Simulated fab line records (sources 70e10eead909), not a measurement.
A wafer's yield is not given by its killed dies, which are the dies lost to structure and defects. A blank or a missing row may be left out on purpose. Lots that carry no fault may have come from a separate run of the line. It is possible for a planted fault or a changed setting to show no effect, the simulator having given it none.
Which tool was responsible? | flow nand harc | 45 wafers from 15 lots sampled at 2 of the route's 1159 steps

## WHAT EACH GAUGE READ, for each wafer
NHARC_P_GATE_CD_MEAS_26: target cd 120 nm. Usual: cd nm at 120.0 nm, with a standard deviation of 0.67.
lot  | measured     | on        | cd nm (nm)        | flag
L850 | day 4 14:22  | cd sem-03 | 119.3 120.0 119.4 |
L851 | day 4 22:39  | cd sem-02 | 120.2 120.5 120.3 |
L852 | day 5 07:20  | cd sem-02 | 119.1 119.1 118.9 |
L853 | day 5 08:14  | cd sem-02 | 119.8 119.9 120.8 |
L855 | day 5 21:41  | cd sem-03 | 118.4 120.2 120.1 |
L854 | day 5 21:50  | cd sem-01 | 119.0 120.0 119.6 |
L857 | day 6 15:26  | cd sem-01 | 120.2 120.0 120.3 |
L856 | day 6 16:05  | cd sem-03 | 120.6 119.6 120.3 |
L860 | day 7 09:28  | cd sem-03 | 120.1 119.8 119.4 |
L863 | day 8 00:26  | cd sem-02 | 119.8 120.9 120.8 |
L864 | day 8 06:11  | cd sem-01 | 120.2 120.7 119.9 |
L865 | day 8 06:52  | cd sem-01 | 120.3 120.1 119.4 |
L866 | day 8 14:31  | cd sem-02 | 119.7 120.2 120.2 |
L869 | day 9 05:21  | cd sem-02 | 120.5 120.8 120.0 |
L873 | day 10 05:28 | cd sem-03 | 120.4 120.4 119.8 |

NHARC_P_GATE_OVL_MEAS_27. Usual: overlay x nm -0.1 nm, standard deviation 0.73; overlay y nm -0.2 nm, standard deviation 0.82.
lot  | measured     | on         | overlay x nm (nm) | overlay y nm (nm) | flag
L850 | day 4 14:27  | overlay-01 | 0.3 0.1 0.2       | -0.9 -0.8 -1.2    |
L851 | day 4 22:44  | overlay-01 | 0.8 0.7 0.1       | -0.8 -0.9 -1.5    |
L852 | day 5 07:25  | overlay-01 | 1.2 1.3 0.9       | 0.8 0.4 0.6       |
L853 | day 5 08:20  | overlay-01 | -0.5 -0.3 0.0     | -0.4 -0.3 -0.2    |
L855 | day 5 21:47  | overlay-02 | -1.2 -1.1 -1.4    | -1.1 -1.0 -1.4    |
L854 | day 5 21:56  | overlay-01 | 0.9 0.6 0.5       | 1.4 0.8 0.8       |
L857 | day 6 15:32  | overlay-01 | -0.8 -0.4 0.1     | -1.0 0.0 -0.6     |
L856 | day 6 16:10  | overlay-01 | 1.5 1.0 0.7       | 0.4 -0.3 -0.4     |
L860 | day 7 09:33  | overlay-02 | 0.5 0.3 0.4       | -0.5 0.2 -0.4     |
L863 | day 8 00:31  | overlay-01 | -1.2 -0.7 -0.9    | -0.3 -0.1 -0.4    |
L864 | day 8 06:16  | overlay-02 | -0.7 -0.7 -0.6    | 1.6 1.8 1.4       |
L865 | day 8 06:57  | overlay-01 | 0.2 -0.3 0.0      | -0.1 -0.1 -0.2    |
L866 | day 8 14:36  | overlay-02 | 0.2 0.5 0.9       | -0.7 -0.6 -1.4    |
L869 | day 9 05:26  | overlay-02 | -0.5 0.0 0.2      | -0.5 0.0 -0.2     |
L873 | day 10 05:33 | overlay-02 | 0.4 0.0 -0.2      | -2.2 -2.1 -1.3    |

## WHAT TOOL EACH LOT RAN ON (gives the tool, then ch and the chambers of the sampled wafers, and finally the start)
No process step before these readings appears in the record.

## AS READ BY THE TOOLS THEMSELVES (means over the sampled wafers that have a number; for cases with no such wafer, the mark the record gives instead)
The record holds no such reading with a usual standard deviation.

## THE ANSWER, worked out from the rows above alone
Rule: a lot counts as off when the mean over its wafers that have a number is more than 3 standard deviations away from the usual mean. Also off: a lot with no number at a reading for which 4 or more lots have one. All remaining lots with rows at the step are treated as sound. First the gauges in route order, then the tools' own readings, where a lot's mean is used as printed above. The first step at which some lot is off is used, and at that step the reading that is off furthest; a lot without a number counts as furthest.
No lot is off at any reading shown: from this, nothing can be told.

## WHAT HAD BEEN PUT IN BY THE SIMULATOR
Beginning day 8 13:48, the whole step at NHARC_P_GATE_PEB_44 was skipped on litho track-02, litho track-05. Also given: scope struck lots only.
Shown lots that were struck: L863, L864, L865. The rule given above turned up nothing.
